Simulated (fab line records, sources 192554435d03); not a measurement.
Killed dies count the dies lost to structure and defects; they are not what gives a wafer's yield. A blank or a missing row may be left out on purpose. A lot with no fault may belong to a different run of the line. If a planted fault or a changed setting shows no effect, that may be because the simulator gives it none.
fab line records + flow n5-finfet
record:
- lots: 3
- wafers: 9
- last-day: 18
route steps=1938 shown MOL_CONTACT_COAG@542 BEOL_M4@1111 PASSIVATION@1936
lots that met no fault: taken from a fault-free run of the same line
start-h: hours from the record's first day to the start of the lot's first wafer shown + wait-h: hours elapsed since this lot's preceding step + " unchanged from the row above + L1.1+2: a single row standing in for several wafers + - value missing, or start not given + * or withheld: withheld + < > ~ a bound
route shown NAME@n: a module of which the file shows steps, and the number in the route of the first + usual: mean/standard deviation taken from wafers without a fault + same: alike in all rows + chamber/n: place in a boat + sites: each site's reading + _std_site: standard deviation across them + _edge_site: outer sites' mean less inner sites' + radius-mm: for every site, how far away it sits from the centre of the wafer + mask NAME#n: copy n + behind: tool/chamber where the wafer was last shaped + hold: why the lot went on hold/how many hours it stayed there/how the hold came to an end + device: transistor that didn't switch, given as n, p or np + end of line: the same wafers' tests at the end of the route + where a step has no rows: the recipe by itself + killed: dies that structure and defects cost at the first sort, which is not the same as the wafer's yield + map: a wafer's dies, x killed, . not, _ none there
set.NAME: the run value of the setting; set.NAME@STEP: its run value at that earlier step + model.NAME: the simulator's own value behind a step, which no gauge read
lots at some steps of the route; a table a step, a row a wafer
services: a tool's chamber out of use, with start hour (start-h, from the record's first day; less than 0 if before it), hours out, and reason
== steps ==
step: N5_MOL_CONTACT_COAG_PRECLEAN_111
recipe:
- chemistry: NF3:NH3
- afs-cycles: 1
- temp-c: 30
- time-s: 20
- sublimation-temp-c: 180
- sublimation-time-s: 60
- pressure-torr: 3
- rf-power-w: 30
step: N5_MOL_CONTACT_COAG_TI_SIL_19
recipe:
- material: Ti
- target-thk-a: 42
- temp-c: 200
- chamber-pressure-pa: 5
- power-w: 5000
- time-s: 15
step: N5_MOL_CONTACT_COAG_ALD_20
recipe:
- material: TiN
- target-thk-a: 15
- temp-c: 400
- ald-precursor-family: TiCl4
- ald-co-reactant: NH3
- pulse-time-s: 1
- purge-time-s: 3
- co-reactant-purge-time-s: 2
- co-reactant-pulse-time-s: 2
- ald-cycles: 68
- pressure-torr: 3
step: N5_MOL_CONTACT_COAG_SIL_ANNEAL_21
recipe:
- temp-c: 550
- time-s: 60
- ambient: N2
step: N5_MOL_CONTACT_COAG_PRE_CLEAN_141
recipe:
- gas: H2/He
- time-s: 60
- temp-c: 300
step: N5_MOL_CONTACT_COAG_SPUTTER_143
recipe:
- material: Co
- target-thk-a: 25
- temp-c: 25
- chamber-pressure-pa: 0.2
step: N5_MOL_CONTACT_COAG_CO_FILL_22
recipe:
- material: Co
- target-thk-a: 200
- temp-c: 200
- precursor: CCTBA/H2
- pressure-torr: 30
step: N5_MOL_CONTACT_COAG_ANNEAL_113
recipe:
- temp-c: 400
- time-s: 300
- ambient: H2/N2
step: N5_MOL_CONTACT_COAG_PRE_CLEAN_142
recipe:
- gas: H2/He
- time-s: 60
- temp-c: 300
step: N5_MOL_CONTACT_COAG_SPUTTER_130
recipe:
- material: Co
- target-thk-a: 475
- temp-c: 25
- chamber-pressure-pa: 0.5
- power-w: 3000
step: N5_MOL_CONTACT_COAG_PRECLEAN_125
recipe:
- chemistry: DIW
- time-s: 57.5
- temp-c: 23
step: N5_MOL_CONTACT_COAG_SRD_126
recipe:
- dry-time-s: 32
- dry: n2-spin
- spin-rpm: 1500
step: N5_MOL_CONTACT_COAG_CMP_23
recipe:
- stop-on: SiO2
- t-overpolish-s: 1.5
- post-cmp-clean: cu-alkaline
- down-force-psi: 2
- platen-rpm: 50.289
- pad-velocity-m-s: 1.0006
- target-thk-nm: 0
usual:
- motor-current-A: 8.0/0.78
- overpolish-run-s: 1.499/0.0087
- time-to-endpoint-s: 9.8/2.2
| lot.wafer | tool   | chamber | start-h | wait-h | motor-current-A | overpolish-run-s | time-to-endpoint-s | model.SiNx_of_GATE_CUT_SAC_CAP_01.thk-nm |
|-----------|--------|---------|---------|--------|-----------------|------------------|--------------------|------------------------------------------|
| L851.1    | cmp-03 | 2       | 103.68  | 0.2    | 8.4             | 1.499            | 11.7               | 18.2                                     |
| L851.4    | "      | 0       | "       | "      | 10.0            | 1.483            | 9.3                | 18.2                                     |
| L851.6    | "      | 2       | "       | "      | 8.5             | 1.513            | 9.6                | 18.2                                     |
| L855.2    | cmp-03 | 0       | 122.97  | 0.1    | 9.4             | 1.499            | 5.9                | 16.6                                     |
| L855.4    | "      | 1       | "       | "      | 6.6             | 1.502            | 11.4               | 18.2                                     |
| L855.5    | "      | 3       | "       | "      | 8.3             | 1.501            | 8.4                | 18.2                                     |
| L870.3    | cmp-04 | 1       | 211.21  | 0.1    | 7.4             | 1.496            | 7.7                | 18.2                                     |
| L870.4    | "      | 3       | "       | "      | 8.4             | 1.504            | 8.8                | 18.2                                     |
| L870.6    | "      | 0       | "       | "      | 8.1             | 1.506            | 9.2                | 18.2                                     |
step: N5_MOL_CONTACT_COAG_WET_ETCH_26
recipe:
- target: Co
- target-depth-nm: 13
step: N5_MOL_CONTACT_COAG_WET_ETCH_116
recipe:
- chemistry: SC1-inhibited
- target-depth-nm: 4.6
- dry: ipa-marangoni
- rinse-time-s: 30
- rinse-temp-c: 23
step: N5_MOL_CONTACT_COAG_ALD_27
recipe:
- material: SiOC
- target-thk-a: 170
- temp-c: 400
- ald-precursor-family: carbosiloxane
- ald-co-reactant: H2-plasma
- pulse-time-s: 1.5
- time-s: 2720
- purge-time-s: 2
- co-reactant-purge-time-s: 2
- ald-cycles: 340
- pressure-torr: 2
step: N5_MOL_CONTACT_COAG_CMP_28
recipe:
- stop-on: SiNx
- t-overpolish-s: 0.85
- post-cmp-clean: alkaline-brush
- down-force-psi: 4.15
- platen-rpm: 51.8
- pad-velocity-m-s: 1.0307
- target-thk-nm: 14.522
usual:
- motor-current-A: 12.4/1.2
| lot.wafer | tool   | chamber | start-h | wait-h | motor-current-A | model.SiNx_of_GATE_CUT_SAC_CAP_01.thk-nm |
|-----------|--------|---------|---------|--------|-----------------|------------------------------------------|
| L851.1    | cmp-04 | 2       | 106.43  | 1.0    | 13.4            | 17.8                                     |
| L851.4    | "      | 3       | "       | "      | 13.6            | 18                                       |
| L851.6    | "      | 1       | "       | "      | 11.8            | 18                                       |
| L855.4    | cmp-02 | 2       | 125.32  | 0.8    | 12.2            | 17.8                                     |
| L855.2    | "      | 3       | "       | "      | 13.1            | 16.2                                     |
| L855.5    | "      | 3       | "       | "      | 13.9            | 18                                       |
| L870.3    | cmp-02 | 3       | 213.69  | 0.8    | 13.4            | 18                                       |
| L870.4    | "      | 1       | "       | "      | 11.4            | 17.8                                     |
| L870.6    | "      | 2       | "       | "      | 11.7            | 17.8                                     |
step: N5_MOL_CONTACT_COAG_THK_MEAS_29
recipe:
- reads: SiNx_of_GATE_CUT_PECVD_57+SiNx_of_GATE_CUT_SAC_CAP_01
usual:
- MD_CAP_THK: 17.87/0.079
| lot.wafer | tool          | chamber | start-h | wait-h | MD_CAP_THK[nm] |
|-----------|---------------|---------|---------|--------|----------------|
| L851.1    | film-metro-02 | -       | 106.68  | -      | 17.84          |
| L851.4    | "             | -       | "       | "      | 17.90          |
| L851.6    | "             | -       | "       | "      | 17.89          |
| L855.2    | film-metro-02 | -       | 125.61  | -      | 16.26          |
| L855.4    | "             | -       | "       | "      | 17.78          |
| L855.5    | "             | -       | "       | "      | 17.97          |
| L870.3    | film-metro-01 | -       | 213.95  | -      | 17.96          |
| L870.4    | "             | -       | "       | "      | 17.76          |
| L870.6    | "             | -       | "       | "      | 17.83          |
step: N5_MOL_CONTACT_COAG_ALD_123
recipe:
- material: SiNx
- target-thk-a: 50
- temp-c: 400
- ald-precursor-family: SiH2I2
- ald-co-reactant: N2/H2-plasma
- pulse-time-s: 1
- purge-time-s: 2
- co-reactant-purge-time-s: 2
- ald-cycles: 100
- pressure-torr: 2
step: N5_MOL_CONTACT_COAG_PECVD_31
recipe:
- material: SiO2
- target-thk-a: 460
- temp-c: 400
- precursor: TEOS/O2
- pressure-torr: 6.5
- rf-w: withheld
- teos-flow-sccm: withheld
- gas: O2
- flow-sccm: 2650
- time-s: 8.9
step: N5_MOL_CONTACT_COAG_COAT_75
recipe:
- resist: SOC
- temp-c: 250
- time-s: 60
- spin-rpm: 1500
- resist-thk-nm: 60
step: N5_MOL_CONTACT_COAG_COAT_76
recipe:
- resist: SiARC
- temp-c: 220
- time-s: 60
- spin-rpm: 1500
- resist-thk-nm: 10
step: N5_MOL_CONTACT_COAG_COAT_77
recipe:
- resist: underlayer
- temp-c: 205
- time-s: 60
- spin-rpm: 1500
- resist-thk-nm: 10
step: N5_MOL_CONTACT_COAG_COAT_78
recipe:
- resist: CAR-EUV
- spin-rpm: 1500
- resist-thk-nm: 40
step: N5_MOL_CONTACT_COAG_EBR_80
recipe:
- solvent: PGMEA
- ebr-width-mm: 1.5
step: N5_MOL_CONTACT_COAG_SOFTBAKE_79
recipe:
- temp-c: 110
- time-s: 60
- resist: CAR-EUV
step: N5_MOL_CONTACT_COAG_EXPOSE_81
recipe:
- mask-id: VG
- na: 0.33
- source-shape: annular
- sigma-inner: 0.3
- sigma-outer: 0.7
- polarization: unpolarized
- defocus-nm: 0
- dose-mj: 59.5
step: N5_MOL_CONTACT_COAG_PEB_82
recipe:
- peb-temp-c: 100
- peb-time-s: 60
- resist: CAR-EUV
step: N5_MOL_CONTACT_COAG_DEVELOP_83
recipe:
- develop-time-s: 30
- developer: TMAH
- resist: CAR-EUV
- rinse-liquid: surfactant-rinse
- dry: air-spin
- dev-temp-c: 23
step: N5_MOL_CONTACT_COAG_DESCUM_88
recipe:
- chemistry: O2
- time-s: 7
- source-power-w: 50
- bias-power-w: 20
- pressure-mtorr: 20
- rf-frequency-hz: 2.712e+07
- temp-c: 40
- resist: CAR-EUV
- o2-flow-sccm: 225
step: N5_MOL_CONTACT_COAG_ETCH_89
recipe:
- chemistry: N2/H2
- target: underlayer
- target-depth-a: 130
- mask-material: CAR-EUV
- time-s: 10.4
- ion-energy-ev: 200
- pressure-mtorr: 30
- source-w: 840
- bias-w: 150
- n2-flow-sccm: 200
- h2-flow-sccm: 200
- ends: cleared
step: N5_MOL_CONTACT_COAG_ETCH_90
recipe:
- chemistry: CF4
- target: SiARC
- target-depth-a: 130
- mask-material: CAR-EUV
- time-s: 21.7
- ion-energy-ev: 80
- pressure-mtorr: 40
- source-w: 545
- bias-w: 36
- Ar_flow_sccm: 100
- cf4-flow-sccm: 100
- ends: cleared
step: N5_MOL_CONTACT_COAG_ALD_131
recipe:
- material: SiO2
- target-thk-a: 50
- temp-c: 100
- ald-precursor-family: BDEAS
- ald-co-reactant: O2-plasma
- pulse-time-s: 1
- co-reactant-pulse-time-s: 1
- purge-time-s: 2
- co-reactant-purge-time-s: 2
- ald-cycles: 35
- pressure-torr: 2
step: N5_MOL_CONTACT_COAG_ETCHBACK_132
recipe:
- chemistry: CHF3
- target: SiO2
- target-depth-a: 100
- time-s: 6.7
- ion-energy-ev: 200
- pressure-mtorr: 30
- source-w: 610
- bias-w: 170
- Ar_flow_sccm: 200
- CHF3_flow_sccm: 50
step: N5_MOL_CONTACT_COAG_ETCH_91
recipe:
- chemistry: N2/H2
- target: SOC
- target-depth-a: 600
- overetch-a: 210
- mask-material: SiARC
- temp-c: 40
- time-s: 101.2
- ion-energy-ev: 200
- pressure-mtorr: 30
- source-w: 840
- bias-w: 150
- n2-flow-sccm: 200
- h2-flow-sccm: 200
step: N5_MOL_CONTACT_COAG_STRIP_92
recipe:
- chemistry: N2/H2
- temp-c: 40
- n2-flow-sccm: 200
- h2-flow-sccm: 200
- rf-frequency-hz: 6e+07
step: N5_MOL_CONTACT_COAG_STRIP_93
recipe:
- chemistry: N2/H2
- temp-c: 40
- n2-flow-sccm: 200
- h2-flow-sccm: 200
- rf-frequency-hz: 6e+07
step: N5_MOL_CONTACT_COAG_ETCH_47
recipe:
- chemistry: CH3F/O2
- target: SiNx
- target-depth-a: 270
- mask-material: SiO2
- stop-on: W
- over-etch-frac: 0.2
- ion-energy-ev: 120
- endpoint: OES-CN
- pressure-mtorr: 30
- source-w: 395
- bias-w: 73
- Ar_flow_sccm: 150
- CH3F_flow_sccm: 30
- O2_flow_sccm: 20
- ends: end-point
usual:
- drypump-motor-current-A: 5.7/0.47
- etch-rf-on-time-s: 31.2/0.54
- oes-product-au: 0.69/0.081
- rf-vpp-V: 295/4.9
- showerhead-plenum-p-Torr: 2.01/0.048
- throttle-valve-pct: 16.38/0.2
| lot.wafer | tool        | chamber | start-h | wait-h | drypump-motor-current-A | etch-rf-on-time-s | oes-product-au | rf-hours-counter-h | rf-vpp-V | showerhead-plenum-p-Torr | throttle-valve-pct | model.etch.t-clear-s | model.etch.depth-nm | model.MOL_CONTACT_COAG.feature-depth-nm |
|-----------|-------------|---------|---------|--------|-------------------------|-------------------|----------------|--------------------|----------|--------------------------|--------------------|----------------------|---------------------|-----------------------------------------|
| L851.1    | rie-diel-02 | 0       | 108.63  | 0.0    | 5.2                     | 31.8              | 0.63           | 205                | 293      | 2.06                     | 16.62              | 26.5                 | 17.87               | 18.4                                    |
| L851.4    | "           | 0       | "       | "      | 5.2                     | 31.6              | 0.63           | -                  | 294      | 2.06                     | 16.62              | 26.35                | 17.9                | 18.6                                    |
| L851.6    | "           | 3       | "       | "      | 6.4                     | 32.0              | 0.60           | -                  | 294      | 1.87                     | 16.58              | 26.68                | 17.92               | 18.6                                    |
| L855.2    | rie-diel-05 | 2       | 127.76  | 0.0    | 5.5                     | 29.1              | 0.62           | 201                | 297      | 1.99                     | 16.38              | 24.24                | 16.25               | 16.8                                    |
| L855.4    | "           | 0       | "       | "      | 6.2                     | 31.3              | 0.65           | 152                | 300      | 2.00                     | 16.53              | 26.1                 | 17.8                | 18.4                                    |
| L855.5    | "           | 3       | "       | "      | 5.3                     | 30.0              | 0.83           | -                  | 292      | 2.04                     | 16.04              | 25.03                | 17.93               | 18.6                                    |
| L870.3    | rie-diel-02 | 1       | 215.53  | 0.0    | 5.0                     | 32.1              | 0.60           | 236                | 293      | 1.98                     | 16.49              | 26.77                | 17.95               | 18.6                                    |
| L870.4    | "           | 3       | "       | "      | 6.3                     | 30.3              | 0.81           | -                  | 299      | 2.11                     | 16.12              | 25.23                | 17.77               | 18.4                                    |
| L870.6    | "           | 0       | "       | "      | 5.2                     | 31.6              | 0.62           | -                  | 293      | 2.04                     | 16.66              | 26.3                 | 17.87               | 18.4                                    |
step: N5_BEOL_M4_RC_MEAS_101
usual:
- DIBL_N: 36.0/1.6
- DIBL_P: 35.8/2
- IOFF_N: 0.152/0.03
- IOFF_P: 0.20/0.031
- ION_N: 670/12
- ION_P: 459/7.4
- SS_N: 71.5/0.56
- SS_P: 73.2/0.64
- VT_N: 251/3.5
- VT_P: -252/3.3
| lot.wafer | tool      | chamber | start-h | wait-h | DIBL_N[mV/V] | DIBL_P[mV/V] | IOFF_N[nA/um] | IOFF_P[nA/um] | ION_N[uA/um] | ION_P[uA/um] | SS_N[mV/dec] | SS_P[mV/dec] | VT_N[mV] | VT_P[mV] |
|-----------|-----------|---------|---------|--------|--------------|--------------|---------------|---------------|--------------|--------------|--------------|--------------|----------|----------|
| L851.1    | prober-02 | 0       | 203.67  | 0.0    | 35.3         | 33.7         | 0.129         | 0.17          | 662          | 457          | 71.2         | 72.3         | 254      | -255     |
| L851.4    | "         | 0       | "       | "      | 36.3         | 34.5         | 0.146         | 0.18          | 672          | 459          | 71.9         | 72.6         | 253      | -252     |
| L851.6    | "         | 0       | "       | "      | 37.2         | 35.6         | 0.158         | 0.21          | 677          | 464          | 71.4         | 72.8         | 251      | -251     |
| L855.2    | prober-01 | 0       | 238.61  | 0.2    | 36.0         | 36.9         | 0.158         | 0.23          | 674          | 471          | 71.4         | 73.7         | 249      | -247     |
| L855.4    | "         | 0       | "       | "      | 36.6         | 37.6         | 0.160         | 0.24          | 669          | 457          | 71.3         | 73.4         | 250      | -247     |
| L855.5    | "         | 0       | "       | "      | 36.3         | 38.0         | 0.149         | 0.25          | 656          | 461          | 71.5         | 73.1         | 254      | -248     |
| L870.3    | prober-02 | 0       | 329.27  | 0.3    | 34.8         | 33.4         | 0.128         | 0.20          | 659          | 464          | 71.4         | 73.2         | 252      | -246     |
| L870.4    | "         | 0       | "       | "      | 36.7         | 35.4         | 0.155         | 0.24          | 676          | 468          | 71.2         | 73.9         | 249      | -246     |
| L870.6    | "         | 0       | "       | "      | 36.1         | 34.2         | 0.141         | 0.21          | 667          | 461          | 71.7         | 73.1         | 251      | -248     |
step: N5_PASSIVATION_PROBE_49
usual:
- defect-limited-yield: 91.6/1.4
- killed_at_M0_to_M3: 33/10
- killed_at_M4_up: 13/5.3
- killed-at-contacts: 13/5.9
- killed-at-front-end: 36/12
- killed-at-other: 4/3.1
- killed-dies: 99/16
- killed-on-rim: 13/4.2
- killed-open: 65/13
- killed-short: 32/7.3
- sort_bin_5_function: 4.9/0.9
- sort_bin_6_memory: 3.1/0.66
- sort-n-pass: 1081/17
- sort-yield-pct: 91.6/1.4
same:
- gross-dies: 1180
- killed-at-back-side: 0
- sort_bin_4_leakage[%]: 0
- sort_bin_8_speed[%]: 0
| lot.wafer | tool      | chamber | start-h | wait-h | defect-limited-yield[%] | killed_at_M0_to_M3 | killed_at_M4_up | killed-at-contacts | killed-at-front-end | killed-at-other | killed-dies | killed-on-rim | killed-open | killed-short | sort_bin_5_function[%] | sort_bin_6_memory[%] | sort-n-pass | sort-yield-pct[%] |
|-----------|-----------|---------|---------|--------|-------------------------|--------------------|-----------------|--------------------|---------------------|-----------------|-------------|---------------|-------------|--------------|------------------------|----------------------|-------------|-------------------|
| L851.1    | prober-01 | -       | 312.24  | 0.0    | 93.3                    | 24                 | 12              | 12                 | 23                  | 8               | 79          | 6             | 53          | 24           | 3.1                    | 2.9                  | 1101        | 93.3              |
| L851.4    | prober-01 | -       | 312.39  | 0.2    | 92.2                    | 47                 | 9               | 12                 | 23                  | 1               | 92          | 13            | 63          | 28           | 4.4                    | 3.2                  | 1088        | 92.2              |
| L851.6    | prober-01 | -       | 312.49  | 0.3    | 92.5                    | 24                 | 17              | 14                 | 29                  | 5               | 89          | 9             | 48          | 38           | 4.6                    | 2.7                  | 1091        | 92.5              |
| L855.2    | prober-01 | -       | 336.60  | 0.1    | 91.6                    | 51                 | 14              | 12                 | 22                  | 0               | 99          | 13            | 68          | 31           | 4.9                    | 3.3                  | 1081        | 91.6              |
| L855.4    | prober-01 | -       | 336.70  | 0.2    | 92.6                    | 30                 | 12              | 11                 | 33                  | 1               | 87          | 11            | 50          | 36           | 4.3                    | 2.7                  | 1093        | 92.6              |
| L855.5    | prober-01 | -       | 336.75  | 0.2    | 91.5                    | 41                 | 16              | 17                 | 26                  | 0               | 100         | 12            | 71          | 27           | 4.8                    | 3.4                  | 1080        | 91.5              |
killed by level:class
L851.1 MOL_CONTACT_COAG:geometric-particle:open=8 BEOL_M2:geometric-particle:open=8 FIN_SAQP:geometric-particle:open=4 GATE_CUT:geometric-particle:short=4 MOL_CONTACT_COAG:geometric-particle:short=4 BEOL_M0_SAQP:geometric-particle:short=4 BEOL_M4:geometric-particle:open=4 BEOL_M6:geometric-particle:open=4
L851.4 BEOL_M2:geometric-particle:open=11 MOL_CONTACT_COAG:geometric-particle:open=9 BEOL_M0_SAQP:geometric-particle:short=8 BEOL_M0_SAQP:geometric-particle:open=7 BEOL_M1:geometric-particle:open=6 BEOL_M3:geometric-particle:open=6 STARTING-WAFER:geometric-particle:open=4 BEOL_M3:geometric-particle:short=4
L851.6 MOL_CONTACT_COAG:geometric-particle:open=11 FIN_SAQP:geometric-particle:short=7 BEOL_M4:geometric-particle:open=7 BEOL_M0_SAQP:geometric-particle:short=6 ILD0:geometric-particle:short=4 BEOL_M2:geometric-particle:open=4 BEOL_M3:geometric-particle:short=4 DUMMY_GATE:geometric-particle:open=3
L855.2 BEOL_M2:geometric-particle:open=20 MOL_CONTACT_COAG:geometric-particle:open=12 BEOL_M0_SAQP:geometric-particle:short=12 FIN_SAQP:geometric-particle:short=9 BEOL_M0_SAQP:geometric-particle:open=9 BEOL_M4:geometric-particle:open=8 FIN_SAQP:geometric-particle:open=6 BEOL_M3:geometric-particle:open=3
L855.4 FIN_SAQP:geometric-particle:short=10 MOL_CONTACT_COAG:geometric-particle:open=8 BEOL_M2:geometric-particle:open=8 FIN_SAQP:geometric-particle:open=7 BEOL_M0_SAQP:geometric-particle:short=6 BEOL_M0_SAQP:geometric-particle:open=6 GATE_CUT:geometric-particle:short=4 BEOL_M5:geometric-particle:open=4
L855.5 MOL_CONTACT_COAG:geometric-particle:open=13 BEOL_M2:geometric-particle:open=12 BEOL_M4:geometric-particle:open=10 BEOL_M0_SAQP:geometric-particle:open=9 BEOL_M0_SAQP:geometric-particle:short=8 FIN_SAQP:geometric-particle:short=6 BEOL_M1:geometric-particle:open=6 FIN_SAQP:geometric-particle:open=5
== services ==
| tool        | chamber | start-h | hours | kind                          |
|-------------|---------|---------|-------|-------------------------------|
| cmp-02      | -       | 84.20   | 0.8   | repair                        |
| cmp-03      | -       | 86.04   | 1.2   | repair                        |
| cmp-04      | -       | 91.55   | 4.4   | repair                        |
| cmp-02      | -       | 94.97   | 13.4  | pm                            |
| rie-diel-02 | 2       | 98.10   | 16.2  | repair                        |
| rie-diel-02 | 3       | 114.42  | -     | clean                         |
| rie-diel-02 | 3       | 114.42  | -     | consumable-replace:focus-ring |
| rie-diel-02 | 3       | 114.42  | -     | consumable-replace:showerhead |
| cmp-02      | -       | 115.04  | 3.9   | repair                        |
| rie-diel-05 | 3       | 118.81  | 5.5   | repair                        |
| cmp-04      | -       | 126.33  | 2.0   | repair                        |
| cmp-04      | -       | 131.62  | 7.0   | repair                        |
| cmp-04      | -       | 141.32  | 3.6   | pm                            |
| cmp-04      | -       | 148.68  | 4.0   | pm                            |
| rie-diel-02 | 0       | 153.84  | 5.9   | repair                        |
| cmp-04      | -       | 155.04  | 0.3   | repair                        |
| rie-diel-02 | 1       | 156.34  | 5.9   | repair                        |
| cmp-04      | -       | 168.52  | 5.7   | pm                            |
| cmp-04      | -       | 174.28  | 2.0   | repair                        |
| rie-diel-02 | 0       | 190.66  | 4.0   | repair                        |
| cmp-03      | -       | 205.77  | 5.1   | pm                            |
| cmp-03      | -       | 211.24  | 3.4   | pm                            |
| rie-diel-02 | 2       | 212.97  | 7.8   | repair                        |
| cmp-03      | -       | 215.43  | 0.8   | repair                        |
== key ==
first-sign:
- step: N5_MOL_CONTACT_COAG_THK_MEAS_29
- reading: MD_CAP_THK
- direction: down
- sigmas: 20
- usual: 17.87
- struck: 16.26
effect:
- step: N5_MOL_CONTACT_COAG_ETCH_47
- reading: etch-rf-on-time-s
- direction: down
- sigmas: 4
- usual: *
- struck: *
model-effect:
- step: N5_MOL_CONTACT_COAG_CMP_23
- value: SiNx_of_GATE_CUT_SAC_CAP_01.thk-nm
- without: 18.2
- struck: 16.6
model-effect:
- step: N5_MOL_CONTACT_COAG_CMP_28
- value: SiNx_of_GATE_CUT_SAC_CAP_01.thk-nm
- without: 17.8
- struck: 16.2
model-effect:
- step: N5_MOL_CONTACT_COAG_ETCH_47
- value: etch.t-clear-s
- without: 26.66
- struck: 24.24
met-at N5_MOL_CONTACT_COAG_CMP_23
struck-wafers L855.2
onset-between 103.68 122.97
fault:
- kind: process-parameter-drift
- tool: cmp-03
- chamber: -
- onset-h: 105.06
- steps: N5_MOL_CONTACT_COAG_CMP_23
- channel: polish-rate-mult
- offset: 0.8
- shape: step
- end-h: 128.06
- scope: struck-wafers-only
